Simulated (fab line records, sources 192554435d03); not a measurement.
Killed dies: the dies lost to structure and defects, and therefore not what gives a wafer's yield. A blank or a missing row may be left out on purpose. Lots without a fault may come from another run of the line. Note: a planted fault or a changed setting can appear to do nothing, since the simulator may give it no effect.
Which tool is to blame? -- flow n5-finfet -- 45 wafers from 15 lots sampled at 5 of the route's 1938 steps

## WHAT THE GAUGES SHOWED, per wafer
N5_BEOL_M9_THK_MEAS_01. Usual: M9_ILD_THK 267 nm, standard deviation 3.5.
lot,measured,on,M9_ILD_THK (nm),flag
L754,day 10 16:44,film-metro-02,262 267 263,
L755,day 10 17:19,film-metro-02,269 277 275,
L756,day 11 01:01,film-metro-02,259 262 264,
L758,day 11 15:46,film-metro-01,265 279 269,
L757,day 12 00:10,film-metro-02,269 278 270,
L759,day 12 15:14,film-metro-02,269 269 267,
L761,day 12 19:43,film-metro-02,262 269 269,
L765,day 14 20:02,film-metro-01,266 264 272,
L768,day 15 06:05,film-metro-01,270 268 271,
L766,day 15 07:31,film-metro-01,265 267 266,
L772,day 15 14:38,film-metro-01,263 266 264,
L774,day 16 05:15,film-metro-01,270 266 265,
L775,day 16 12:32,film-metro-02,267 264 269,
L776,day 16 14:02,film-metro-01,263 264 270,
L777,day 17 16:43,film-metro-02,261 266 273,

N5_BEOL_M9_CD_MEAS_18: pitch 140 nm, target cd 70 nm. Usual: 70.3 nm for cd-nm, sd 0.59.
lot,measured,on,cd-nm (nm),flag
L754,day 10 18:21,cd-sem-03,71.3 70.9 70.1,
L755,day 10 19:03,cd-sem-03,70.8 70.0 70.4,
L756,day 11 02:15,cd-sem-02,70.2 69.4 70.5,
L758,day 11 17:38,cd-sem-01,70.2 70.3 70.8,
L757,day 12 01:28,cd-sem-02,69.9 69.6 69.5,
L759,day 12 17:14,cd-sem-02,69.8 70.3 69.9,
L761,day 12 20:52,cd-sem-01,70.3 69.4 71.2,
L765,day 15 00:47,cd-sem-02,- - -,OFF
L768,day 15 08:00,cd-sem-02,- - -,OFF
L766,day 15 09:58,cd-sem-02,- - -,OFF
L772,day 15 16:07,cd-sem-03,71.3 71.6 70.4,
L774,day 16 08:50,cd-sem-01,70.5 70.9 71.3,
L775,day 16 15:45,cd-sem-01,70.1 69.9 70.4,
L776,day 16 15:58,cd-sem-02,69.9 70.0 70.3,
L777,day 17 21:10,cd-sem-01,70.2 70.6 70.0,

## EACH LOT AND THE TOOL THAT RAN IT (in order: tool; ch and the chambers of the sampled wafers; start)
lot,N5_BEOL_M8_ANNEAL_51,N5_BEOL_M9_HM_DEP_02,N5_BEOL_M9_HM_OPEN_17
L754,"rtp-anneal-01 ch 0, day 10 15:23","pvd-sputter-02, day 10 17:19","rie-metal-02 ch 0,1, day 10 18:03"
L755,"rtp-anneal-02 ch 0, day 10 15:30","pvd-sputter-02, day 10 18:08","rie-metal-03 ch 0, day 10 18:52"
L756,"rtp-anneal-02 ch 0, day 10 23:14","pvd-sputter-02, day 11 01:12","rie-metal-03 ch 0,1, day 11 02:05"
L758,"rtp-anneal-02 ch 0, day 11 14:23","pvd-sputter-02, day 11 16:43","rie-metal-02 ch 0,1, day 11 17:28"
L757,"rtp-anneal-02 ch 0, day 11 22:47","pvd-sputter-02, day 12 00:25","rie-metal-03 ch 0,1, day 12 01:16"
L759,"rtp-anneal-01 ch 0, day 12 13:47","pvd-sputter-01, day 12 16:13","rie-metal-03 ch 0,1, day 12 17:04"
L761,"rtp-anneal-01 ch 0, day 12 18:20","pvd-sputter-03, day 12 19:49","rie-metal-03 ch 0,1, day 12 20:41"
L765,"rtp-anneal-02 ch 0, day 14 18:44","pvd-sputter-01, day 14 23:23","rie-metal-01 ch 0,1, day 15 00:31"
L768,"rtp-anneal-02 ch 0, day 15 04:33","pvd-sputter-01, day 15 06:58","rie-metal-02 ch 0, day 15 07:49"
L766,"rtp-anneal-01 ch 0, day 15 06:11","pvd-sputter-03, day 15 08:55","rie-metal-02 ch 0,1, day 15 09:47"
L772,"rtp-anneal-02 ch 0, day 15 12:21","pvd-sputter-03, day 15 15:05","rie-metal-01 ch 0,1, day 15 15:58"
L774,"rtp-anneal-02 ch 0, day 16 03:49","pvd-sputter-01, day 16 07:47","rie-metal-01 ch 0,1, day 16 08:39"
L775,"rtp-anneal-02 ch 0, day 16 10:44","pvd-sputter-02, day 16 14:41","rie-metal-01 ch 1, day 16 15:32"
L776,"rtp-anneal-02 ch 0, day 16 12:37","pvd-sputter-03, day 16 14:50","rie-metal-02 ch 0,1, day 16 15:47"
L777,"rtp-anneal-02 ch 0, day 17 15:19","pvd-sputter-01, day 17 20:08","rie-metal-01 ch 0,1, day 17 20:59"
- N5_BEOL_M8_ANNEAL_51: time 90 s.
- N5_BEOL_M9_HM_DEP_02: deposits TiN, target thk 20 nm.
- N5_BEOL_M9_HM_OPEN_17: chemistry Cl2/BCl3, target TiN, target depth 20 nm, overetch 6 nm.

## WHAT THE TOOLS THEMSELVES READ (means of the sampled wafers that have a number; where no wafer has one, the mark that the record gives instead)
N5_BEOL_M8_ANNEAL_51. Usual: anneal-temp-c 224.97 C, standard deviation 0.15; wafer_temp_C_max 226.4, standard deviation 0.35.
lot,tool,anneal-temp-c (C),wafer_temp_C_max,flag
L754,rtp-anneal-01,224.88,226.3,
L755,rtp-anneal-02,225.12,226.2,
L756,rtp-anneal-02,224.64,226.7,
L758,rtp-anneal-02,224.90,226.5,
L757,rtp-anneal-02,225.35,226.6,
L759,rtp-anneal-01,224.93,225.8,
L761,rtp-anneal-01,224.97,226.2,
L765,rtp-anneal-02,224.98,226.8,
L768,rtp-anneal-02,224.85,226.8,
L766,rtp-anneal-01,224.96,225.8,
L772,rtp-anneal-02,224.97,226.3,
L774,rtp-anneal-02,224.76,226.5,
L775,rtp-anneal-02,224.85,226.7,
L776,rtp-anneal-02,225.11,227.0,
L777,rtp-anneal-02,225.02,226.3,

N5_BEOL_M9_HM_DEP_02. Usual: 29.8 % for throttle-valve-pct, sd 0.8.
lot,tool,throttle-valve-pct (%),flag
L754,pvd-sputter-02,29.8,
L755,pvd-sputter-02,29.8,
L756,pvd-sputter-02,29.8,
L758,pvd-sputter-02,29.4,
L757,pvd-sputter-02,30.0,
L759,pvd-sputter-01,29.5,
L761,pvd-sputter-03,30.0,
L765,pvd-sputter-01,30.8,
L768,pvd-sputter-01,29.5,
L766,pvd-sputter-03,29.7,
L772,pvd-sputter-03,29.8,
L774,pvd-sputter-01,30.4,
L775,pvd-sputter-02,29.6,
L776,pvd-sputter-03,29.4,
L777,pvd-sputter-01,29.6,

N5_BEOL_M9_HM_OPEN_17. Usual: bcl3-flow-sccm 21.76 sccm, standard deviation 0.066; bias-w 126.0 W, standard deviation 0.37; drypump-motor-current-A 5.8 A, standard deviation 0.61; oes-product-au 0.67 a.u., standard deviation 0.059; throttle-valve-pct 22.05 %, standard deviation 0.17.
lot,tool,bcl3-flow-sccm (sccm),bias-w (W),drypump-motor-current-A (A),oes-product-au (a.u.),throttle-valve-pct (%),flag
L754,rie-metal-02,21.70,125.9,5.9,0.66,22.26,
L755,rie-metal-03,21.74,126.0,5.7,0.76,21.87,
L756,rie-metal-03,21.80,125.9,6.1,0.74,21.90,
L758,rie-metal-02,21.75,126.3,6.2,0.72,22.09,
L757,rie-metal-03,21.82,126.2,6.4,0.72,21.94,
L759,rie-metal-03,21.74,125.9,6.0,0.73,21.91,
L761,rie-metal-03,21.74,125.9,6.4,0.70,21.95,
L765,rie-metal-01,-,-,-,-,-,OFF
L768,rie-metal-02,-,-,-,-,-,OFF
L766,rie-metal-02,-,-,-,-,-,OFF
L772,rie-metal-01,21.80,126.2,5.2,0.63,22.05,
L774,rie-metal-01,21.69,126.1,5.2,0.64,22.05,
L775,rie-metal-01,21.72,125.9,5.0,0.63,22.02,
L776,rie-metal-02,21.72,126.2,6.2,0.68,22.12,
L777,rie-metal-01,21.77,125.9,5.2,0.63,22.06,

## THE ANSWER, worked out from the rows above alone
Rule: lot off if the mean of its wafers having a number is beyond 3 standard deviations from the usual mean. A lot without any number at a reading at which 4 lots or more have one is off too. Where the step has rows for the other lots, those lots are counted as sound. The gauges are gone through in route order, then the tools' own readings, and for those a lot's mean is taken as printed above. At the first step where some lot is off, the reading lying furthest off is the one used; lots without a number count as furthest.
Off, at N5_BEOL_M9_CD_MEAS_18 on cd-nm: L765, L768, L766. Without a number there: L765, L768, L766.
If a tool, at a process step before that reading, ran all the lots that are off and no sound lot after the first of them, it fits. The gauges at N5_BEOL_M9_CD_MEAS_18 aren't tried: what is off there is off at N5_BEOL_M9_HM_OPEN_17 too, on other tools, and a gauge's error can't cause that. None of those tried fits.

## WHAT HAD BEEN PUT IN BY THE SIMULATOR
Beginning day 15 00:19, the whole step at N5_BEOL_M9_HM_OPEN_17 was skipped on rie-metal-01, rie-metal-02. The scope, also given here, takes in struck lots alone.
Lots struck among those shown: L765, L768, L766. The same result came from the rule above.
